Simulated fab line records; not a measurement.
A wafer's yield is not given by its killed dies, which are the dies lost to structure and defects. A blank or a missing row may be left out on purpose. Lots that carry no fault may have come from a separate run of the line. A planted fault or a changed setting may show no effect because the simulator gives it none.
Which tool is to blame? / flow nand harc / 24 lots with 72 wafers sampled at 4 steps, on a route of 1302 steps

## WHAT THE GAUGES READ, wafer by wafer
NHARC_P_CONTACT_INSPECT_27.
lot=L075; measured=day 6 07:43; on=defect inspect-01; raw defect count=204 287 185
lot=L074; measured=day 6 06:49; on=defect inspect-02; raw defect count=216 205 235
lot=L076; measured=day 6 17:55; on=defect inspect-02; raw defect count=589 636 522
lot=L077; measured=day 7 10:17; on=defect inspect-01; raw defect count=862 316 346
lot=L078; measured=day 7 11:12; on=defect inspect-01; raw defect count=768 366 649
lot=L079; measured=day 7 22:04; on=defect inspect-02; raw defect count=318 346 222
lot=L080; measured=day 8 14:52; on=defect inspect-01; raw defect count=157 264 149
lot=L081; measured=day 8 21:12; on=defect inspect-01; raw defect count=340 367 524
lot=L082; measured=day 9 07:50; on=defect inspect-01; raw defect count=194 201 301
lot=L084; measured=day 10 00:43; on=defect inspect-01; raw defect count=348 310 328
lot=L083; measured=day 10 01:44; on=defect inspect-01; raw defect count=417 217 544
lot=L085; measured=day 10 17:28; on=defect inspect-01; raw defect count=380 387 407
lot=L086; measured=day 10 22:42; on=defect inspect-02; raw defect count=218 124 143
lot=L087; measured=day 11 05:27; on=defect inspect-02; raw defect count=218 220 326
lot=L088; measured=day 11 22:50; on=defect inspect-02; raw defect count=269 308 236
lot=L089; measured=day 12 05:05; on=defect inspect-01; raw defect count=239 233 379
lot=L090; measured=day 12 19:14; on=defect inspect-01; raw defect count=569 363 603
lot=L091; measured=day 13 04:29; on=defect inspect-01; raw defect count=138 107 208
lot=L092; measured=day 13 21:56; on=defect inspect-02; raw defect count=421 258 279
lot=L093; measured=day 14 03:11; on=defect inspect-02; raw defect count=291 324 450
lot=L094; measured=day 14 07:32; on=defect inspect-02; raw defect count=198 130 147
lot=L096; measured=day 14 20:00; on=defect inspect-02; raw defect count=321 227 230
lot=L095; measured=day 14 20:11; on=defect inspect-01; raw defect count=292 255 215
lot=L097; measured=day 15 13:42; on=defect inspect-01; raw defect count=285 179 475

NHARC_P_M1_CD_MEAS_16.
lot=L075; measured=day 6 13:22; on=cd sem-03; cd nm (nm)=131.9 130.1 130.0
lot=L074; measured=day 6 12:11; on=cd sem-03; cd nm (nm)=130.9 128.2 131.6
lot=L076; measured=day 6 23:43; on=cd sem-02; cd nm (nm)=130.2 132.0 131.9
lot=L077; measured=day 7 15:55; on=cd sem-02; cd nm (nm)=129.0 128.6 128.7
lot=L078; measured=day 7 16:40; on=cd sem-02; cd nm (nm)=129.3 129.1 129.5
lot=L079; measured=day 8 03:40; on=cd sem-03; cd nm (nm)=130.9 129.4 131.1
lot=L080; measured=day 8 20:49; on=cd sem-03; cd nm (nm)=130.5 129.6 132.2
lot=L081; measured=day 9 03:03; on=cd sem-03; cd nm (nm)=130.3 130.7 128.0
lot=L082; measured=day 9 13:28; on=cd sem-03; cd nm (nm)=132.6 128.9 132.0
lot=L084; measured=day 10 06:02; on=cd sem-03; cd nm (nm)=129.0 131.4 128.4
lot=L083; measured=day 10 07:02; on=cd sem-01; cd nm (nm)=130.0 130.3 132.5
lot=L085; measured=day 10 23:10; on=cd sem-03; cd nm (nm)=129.9 130.1 130.7
lot=L086; measured=day 11 04:02; on=cd sem-01; cd nm (nm)=131.8 131.2 130.4
lot=L087; measured=day 11 10:47; on=cd sem-03; cd nm (nm)=132.8 132.5 130.1
lot=L088; measured=day 12 04:20; on=cd sem-02; cd nm (nm)=131.4 130.7 130.9
lot=L089; measured=day 12 10:31; on=cd sem-01; cd nm (nm)=130.8 132.2 132.1
lot=L090; measured=day 13 00:45; on=cd sem-03; cd nm (nm)=130.7 129.5 129.1
lot=L091; measured=day 13 09:57; on=cd sem-01; cd nm (nm)=127.4 128.8 128.3
lot=L092; measured=day 14 03:18; on=cd sem-03; cd nm (nm)=131.2 132.0 131.5
lot=L093; measured=day 14 09:02; on=cd sem-02; cd nm (nm)=131.0 129.8 129.9
lot=L094; measured=day 14 12:59; on=cd sem-02; cd nm (nm)=132.1 132.2 130.9
lot=L096; measured=day 15 01:28; on=cd sem-03; cd nm (nm)=131.8 130.8 131.5
lot=L095; measured=day 15 02:40; on=cd sem-01; cd nm (nm)=131.0 130.6 129.7
lot=L097; measured=day 15 19:01; on=cd sem-02; cd nm (nm)=128.4 130.4 130.6

## TOOL THAT RAN EACH LOT (tool first, then ch and the chambers of the sampled wafers, then the start)
lot=L075; NHARC_P_GATE_DESCUM_13=rie diel-03 ch 0,2,3, day 4 16:38; NHARC_P_GATE_ETCH_114=rie diel-12 ch 1,2,3, day 6 07:43 or earlier
lot=L074; NHARC_P_GATE_DESCUM_13=rie diel-09 ch 0,1,2, day 4 16:46; NHARC_P_GATE_ETCH_114=rie diel-12 ch 1,2,3, day 6 06:49 or earlier
lot=L076; NHARC_P_GATE_DESCUM_13=rie diel-09 ch 0,1,2, day 5 02:59; NHARC_P_GATE_ETCH_114=rie diel-09 ch 1,3, day 6 17:55 or earlier
lot=L077; NHARC_P_GATE_DESCUM_13=rie diel-12 ch 0,1,2, day 5 14:53; NHARC_P_GATE_ETCH_114=rie diel-12 ch 0,2,3, day 7 10:17 or earlier
lot=L078; NHARC_P_GATE_DESCUM_13=rie diel-12 ch 2,3, day 5 22:02; NHARC_P_GATE_ETCH_114=rie diel-12 ch 0,1, day 7 11:12 or earlier
lot=L079; NHARC_P_GATE_DESCUM_13=rie diel-09 ch 0,1, day 6 08:37; NHARC_P_GATE_ETCH_114=rie diel-09 ch 0,1, day 7 22:04 or earlier
lot=L080; NHARC_P_GATE_DESCUM_13=rie diel-03 ch 0,1, day 6 22:33; NHARC_P_GATE_ETCH_114=rie diel-12 ch 0,2,3, day 8 14:52 or earlier
lot=L081; NHARC_P_GATE_DESCUM_13=rie diel-12 ch 0,2,3, day 7 07:29; NHARC_P_GATE_ETCH_114=rie diel-12 ch 0,1,3, day 8 21:12 or earlier
lot=L082; NHARC_P_GATE_DESCUM_13=rie diel-12 ch 0,1,3, day 7 18:28; NHARC_P_GATE_ETCH_114=rie diel-03 ch 0,2, day 9 07:50 or earlier
lot=L084; NHARC_P_GATE_DESCUM_13=rie diel-12 ch 1,2,3, day 8 08:25; NHARC_P_GATE_ETCH_114=rie diel-12 ch 0,1,3, day 10 00:43 or earlier
lot=L083; NHARC_P_GATE_DESCUM_13=rie diel-12 ch 0,1,3, day 8 08:35; NHARC_P_GATE_ETCH_114=rie diel-09 ch 0,1,3, day 10 01:44 or earlier
lot=L085; NHARC_P_GATE_DESCUM_13=rie diel-12 ch 1,2,3, day 9 02:28; NHARC_P_GATE_ETCH_114=rie diel-03 ch 1,2,3, day 10 17:28 or earlier
lot=L086; NHARC_P_GATE_DESCUM_13=rie diel-09 ch 0,1,2, day 9 06:26; NHARC_P_GATE_ETCH_114=rie diel-12 ch 1,2,3, day 10 22:42 or earlier
lot=L087; NHARC_P_GATE_DESCUM_13=rie diel-09 ch 1,2,3, day 9 15:57; NHARC_P_GATE_ETCH_114=rie diel-09 ch 0,1,2, day 11 05:27 or earlier
lot=L088; NHARC_P_GATE_DESCUM_13=rie diel-03 ch 1,2,3, day 10 09:19; NHARC_P_GATE_ETCH_114=rie diel-03 ch 0,1,3, day 11 22:50 or earlier
lot=L089; NHARC_P_GATE_DESCUM_13=rie diel-12 ch 0,1,2, day 10 14:38; NHARC_P_GATE_ETCH_114=rie diel-03 ch 0,1,2, day 12 05:05 or earlier
lot=L090; NHARC_P_GATE_DESCUM_13=rie diel-12 ch 2,3, day 11 01:43; NHARC_P_GATE_ETCH_114=rie diel-12 ch 1,2,3, day 12 19:14 or earlier
lot=L091; NHARC_P_GATE_DESCUM_13=rie diel-03 ch 0,1, day 11 13:56; NHARC_P_GATE_ETCH_114=rie diel-09 ch 0,1,3, day 13 04:29 or earlier
lot=L092; NHARC_P_GATE_DESCUM_13=rie diel-09 ch 1,2,3, day 12 06:16; NHARC_P_GATE_ETCH_114=rie diel-09 ch 0,2,3, day 13 21:56 or earlier
lot=L093; NHARC_P_GATE_DESCUM_13=rie diel-03 ch 0,3, day 12 12:44; NHARC_P_GATE_ETCH_114=rie diel-03 ch 0,1,2, day 14 03:11 or earlier
lot=L094; NHARC_P_GATE_DESCUM_13=rie diel-12 ch 1,2,3, day 12 18:24; NHARC_P_GATE_ETCH_114=rie diel-09 ch 0,2,3, day 14 07:32 or earlier
lot=L096; NHARC_P_GATE_DESCUM_13=rie diel-12 ch 1,2, day 13 06:42; NHARC_P_GATE_ETCH_114=rie diel-03 ch 0,2,3, day 14 20:00 or earlier
lot=L095; NHARC_P_GATE_DESCUM_13=rie diel-12 ch 0,2,3, day 13 06:52; NHARC_P_GATE_ETCH_114=rie diel-12 ch 0,2,3, day 14 20:11 or earlier
lot=L097; NHARC_P_GATE_DESCUM_13=rie diel-12 ch 0,1,3, day 13 21:43; NHARC_P_GATE_ETCH_114=rie diel-03 ch 1,2,3, day 15 13:42 or earlier
- NHARC_P_GATE_DESCUM_13: chemistry O2, time 3 s.
- NHARC_P_GATE_ETCH_114: etches the open film in CF4/O2, target depth 30 nm, overetch 3 nm, time 16.5 s.

## WHAT THE TOOLS THEMSELVES READ (means of the sampled wafers that have a number; where no wafer has one, the mark that the record gives instead)
NHARC_P_GATE_DESCUM_13.
lot=L075; tool=rie diel-03; drypump motor current A (A)=6.0; oes product au (a.u.)=0.992; rf vpp V (V)=58.4; showerhead plenum p Torr (Torr)=1.87; throttle valve pct (%)=11.319
lot=L074; tool=rie diel-09; drypump motor current A (A)=5.9; oes product au (a.u.)=1.002; rf vpp V (V)=58.1; showerhead plenum p Torr (Torr)=1.92; throttle valve pct (%)=11.309
lot=L076; tool=rie diel-09; drypump motor current A (A)=5.9; oes product au (a.u.)=0.996; rf vpp V (V)=57.9; showerhead plenum p Torr (Torr)=1.92; throttle valve pct (%)=11.319
lot=L077; tool=rie diel-12; drypump motor current A (A)=5.5; oes product au (a.u.)=1.005; rf vpp V (V)=58.0; showerhead plenum p Torr (Torr)=1.91; throttle valve pct (%)=11.309
lot=L078; tool=rie diel-12; drypump motor current A (A)=5.7; oes product au (a.u.)=1.007; rf vpp V (V)=57.9; showerhead plenum p Torr (Torr)=1.88; throttle valve pct (%)=11.311
lot=L079; tool=rie diel-09; drypump motor current A (A)=6.0; oes product au (a.u.)=0.970; rf vpp V (V)=58.2; showerhead plenum p Torr (Torr)=1.91; throttle valve pct (%)=11.303
lot=L080; tool=rie diel-03; drypump motor current A (A)=6.2; oes product au (a.u.)=0.997; rf vpp V (V)=58.1; showerhead plenum p Torr (Torr)=1.96; throttle valve pct (%)=11.309
lot=L081; tool=rie diel-12; drypump motor current A (A)=5.8; oes product au (a.u.)=1.009; rf vpp V (V)=58.1; showerhead plenum p Torr (Torr)=1.92; throttle valve pct (%)=11.306
lot=L082; tool=rie diel-12; drypump motor current A (A)=6.1; oes product au (a.u.)=0.991; rf vpp V (V)=57.8; showerhead plenum p Torr (Torr)=1.93; throttle valve pct (%)=11.316
lot=L084; tool=rie diel-12; drypump motor current A (A)=5.9; oes product au (a.u.)=1.004; rf vpp V (V)=57.4; showerhead plenum p Torr (Torr)=1.89; throttle valve pct (%)=11.312
lot=L083; tool=rie diel-12; drypump motor current A (A)=6.1; oes product au (a.u.)=1.001; rf vpp V (V)=57.3; showerhead plenum p Torr (Torr)=1.93; throttle valve pct (%)=11.311
lot=L085; tool=rie diel-12; drypump motor current A (A)=5.9; oes product au (a.u.)=1.005; rf vpp V (V)=58.0; showerhead plenum p Torr (Torr)=1.88; throttle valve pct (%)=11.312
lot=L086; tool=rie diel-09; drypump motor current A (A)=5.9; oes product au (a.u.)=0.990; rf vpp V (V)=57.4; showerhead plenum p Torr (Torr)=1.92; throttle valve pct (%)=11.308
lot=L087; tool=rie diel-09; drypump motor current A (A)=6.2; oes product au (a.u.)=0.996; rf vpp V (V)=57.9; showerhead plenum p Torr (Torr)=1.94; throttle valve pct (%)=11.302
lot=L088; tool=rie diel-03; drypump motor current A (A)=5.8; oes product au (a.u.)=0.994; rf vpp V (V)=57.6; showerhead plenum p Torr (Torr)=1.87; throttle valve pct (%)=11.308
lot=L089; tool=rie diel-12; drypump motor current A (A)=5.5; oes product au (a.u.)=1.005; rf vpp V (V)=57.9; showerhead plenum p Torr (Torr)=1.91; throttle valve pct (%)=11.308
lot=L090; tool=rie diel-12; drypump motor current A (A)=5.7; oes product au (a.u.)=1.011; rf vpp V (V)=57.1; showerhead plenum p Torr (Torr)=1.87; throttle valve pct (%)=11.327
lot=L091; tool=rie diel-03; drypump motor current A (A)=6.4; oes product au (a.u.)=0.999; rf vpp V (V)=58.3; showerhead plenum p Torr (Torr)=1.96; throttle valve pct (%)=11.305
lot=L092; tool=rie diel-09; drypump motor current A (A)=6.2; oes product au (a.u.)=0.999; rf vpp V (V)=57.1; showerhead plenum p Torr (Torr)=1.94; throttle valve pct (%)=11.312
lot=L093; tool=rie diel-03; drypump motor current A (A)=6.3; oes product au (a.u.)=0.984; rf vpp V (V)=57.9; showerhead plenum p Torr (Torr)=1.91; throttle valve pct (%)=11.313
lot=L094; tool=rie diel-12; drypump motor current A (A)=5.9; oes product au (a.u.)=0.994; rf vpp V (V)=58.3; showerhead plenum p Torr (Torr)=1.88; throttle valve pct (%)=11.319
lot=L096; tool=rie diel-12; drypump motor current A (A)=5.5; oes product au (a.u.)=0.999; rf vpp V (V)=57.3; showerhead plenum p Torr (Torr)=1.86; throttle valve pct (%)=11.310
lot=L095; tool=rie diel-12; drypump motor current A (A)=5.8; oes product au (a.u.)=0.995; rf vpp V (V)=57.3; showerhead plenum p Torr (Torr)=1.91; throttle valve pct (%)=11.302
lot=L097; tool=rie diel-12; drypump motor current A (A)=6.1; oes product au (a.u.)=0.998; rf vpp V (V)=57.6; showerhead plenum p Torr (Torr)=1.92; throttle valve pct (%)=11.312

NHARC_P_GATE_ETCH_114.
lot=L075; tool=rie diel-12; bias w (W)=99.78; drypump motor current A (A)=5.9; oes product au (a.u.)=1.006; rf vpp V (V)=198.0; showerhead plenum p Torr (Torr)=1.32; throttle valve pct (%)=13.392
lot=L074; tool=rie diel-12; bias w (W)=99.78; drypump motor current A (A)=5.9; oes product au (a.u.)=1.006; rf vpp V (V)=197.3; showerhead plenum p Torr (Torr)=1.32; throttle valve pct (%)=13.385
lot=L076; tool=rie diel-09; bias w (W)=99.97; drypump motor current A (A)=6.3; oes product au (a.u.)=0.992; rf vpp V (V)=197.9; showerhead plenum p Torr (Torr)=1.34; throttle valve pct (%)=13.398
lot=L077; tool=rie diel-12; bias w (W)=99.61; drypump motor current A (A)=5.8; oes product au (a.u.)=1.010; rf vpp V (V)=197.7; showerhead plenum p Torr (Torr)=1.34; throttle valve pct (%)=13.394
lot=L078; tool=rie diel-12; bias w (W)=99.67; drypump motor current A (A)=5.7; oes product au (a.u.)=0.997; rf vpp V (V)=198.4; showerhead plenum p Torr (Torr)=1.36; throttle valve pct (%)=13.393
lot=L079; tool=rie diel-09; bias w (W)=100.00; drypump motor current A (A)=6.0; oes product au (a.u.)=0.983; rf vpp V (V)=198.0; showerhead plenum p Torr (Torr)=1.33; throttle valve pct (%)=13.396
lot=L080; tool=rie diel-12; bias w (W)=100.25; drypump motor current A (A)=5.8; oes product au (a.u.)=0.999; rf vpp V (V)=197.1; showerhead plenum p Torr (Torr)=1.34; throttle valve pct (%)=13.392
lot=L081; tool=rie diel-12; bias w (W)=99.95; drypump motor current A (A)=6.1; oes product au (a.u.)=0.995; rf vpp V (V)=198.0; showerhead plenum p Torr (Torr)=1.34; throttle valve pct (%)=13.399
lot=L082; tool=rie diel-03; bias w (W)=100.00; drypump motor current A (A)=6.3; oes product au (a.u.)=0.990; rf vpp V (V)=198.0; showerhead plenum p Torr (Torr)=1.33; throttle valve pct (%)=13.390
lot=L084; tool=rie diel-12; bias w (W)=99.90; drypump motor current A (A)=6.0; oes product au (a.u.)=1.005; rf vpp V (V)=198.4; showerhead plenum p Torr (Torr)=1.34; throttle valve pct (%)=13.395
lot=L083; tool=rie diel-09; bias w (W)=99.74; drypump motor current A (A)=6.0; oes product au (a.u.)=0.997; rf vpp V (V)=198.1; showerhead plenum p Torr (Torr)=1.32; throttle valve pct (%)=13.395
lot=L085; tool=rie diel-03; bias w (W)=100.27; drypump motor current A (A)=5.8; oes product au (a.u.)=0.996; rf vpp V (V)=196.6; showerhead plenum p Torr (Torr)=1.31; throttle valve pct (%)=13.388
lot=L086; tool=rie diel-12; bias w (W)=100.45; drypump motor current A (A)=5.9; oes product au (a.u.)=1.006; rf vpp V (V)=197.5; showerhead plenum p Torr (Torr)=1.32; throttle valve pct (%)=13.405
lot=L087; tool=rie diel-09; bias w (W)=99.93; drypump motor current A (A)=6.0; oes product au (a.u.)=0.996; rf vpp V (V)=197.5; showerhead plenum p Torr (Torr)=1.34; throttle valve pct (%)=13.400
lot=L088; tool=rie diel-03; bias w (W)=100.12; drypump motor current A (A)=6.1; oes product au (a.u.)=0.995; rf vpp V (V)=198.2; showerhead plenum p Torr (Torr)=1.34; throttle valve pct (%)=13.394
lot=L089; tool=rie diel-03; bias w (W)=100.02; drypump motor current A (A)=6.1; oes product au (a.u.)=0.991; rf vpp V (V)=197.7; showerhead plenum p Torr (Torr)=1.33; throttle valve pct (%)=13.399
lot=L090; tool=rie diel-12; bias w (W)=99.88; drypump motor current A (A)=5.9; oes product au (a.u.)=1.011; rf vpp V (V)=197.8; showerhead plenum p Torr (Torr)=1.31; throttle valve pct (%)=13.394
lot=L091; tool=rie diel-09; bias w (W)=100.03; drypump motor current A (A)=6.0; oes product au (a.u.)=1.002; rf vpp V (V)=198.0; showerhead plenum p Torr (Torr)=1.32; throttle valve pct (%)=13.390
lot=L092; tool=rie diel-09; bias w (W)=100.29; drypump motor current A (A)=6.0; oes product au (a.u.)=1.010; rf vpp V (V)=197.0; showerhead plenum p Torr (Torr)=1.33; throttle valve pct (%)=13.401
lot=L093; tool=rie diel-03; bias w (W)=100.12; drypump motor current A (A)=6.1; oes product au (a.u.)=0.989; rf vpp V (V)=197.8; showerhead plenum p Torr (Torr)=1.33; throttle valve pct (%)=13.399
lot=L094; tool=rie diel-09; bias w (W)=100.01; drypump motor current A (A)=6.0; oes product au (a.u.)=1.001; rf vpp V (V)=197.6; showerhead plenum p Torr (Torr)=1.33; throttle valve pct (%)=13.393
lot=L096; tool=rie diel-03; bias w (W)=99.83; drypump motor current A (A)=6.0; oes product au (a.u.)=1.013; rf vpp V (V)=197.6; showerhead plenum p Torr (Torr)=1.30; throttle valve pct (%)=13.390
lot=L095; tool=rie diel-12; bias w (W)=99.90; drypump motor current A (A)=5.8; oes product au (a.u.)=1.000; rf vpp V (V)=196.8; showerhead plenum p Torr (Torr)=1.33; throttle valve pct (%)=13.405
lot=L097; tool=rie diel-03; bias w (W)=99.87; drypump motor current A (A)=5.8; oes product au (a.u.)=0.997; rf vpp V (V)=196.6; showerhead plenum p Torr (Torr)=1.31; throttle valve pct (%)=13.398

## THE ANSWER, worked out from the rows above alone
Rule: usual is defined by the lots themselves. Put in order of their means at a reading, lots are off if they are a third of the lots or fewer, leave a main group of 4 or more, and stand apart from it by a gap of 3 or more times the standard deviation of the main group's means; of several such gaps the widest counts. A main group is skipped when, at the precision printed for the reading in the tables above, its means are all equal. Also off: a lot with no number at a reading for which 4 or more lots have one. The other lots that the step has rows for count as sound. Order of review: gauges by route order, followed by the tools' own readings, for which a lot's mean as printed above is used. At the first step where some lot is off, the reading lying furthest off is the one used; lots without a number count as furthest.
Across all readings shown, no lot is off: no conclusion can be drawn from this.

## WHAT THE SIMULATOR HAD INSERTED
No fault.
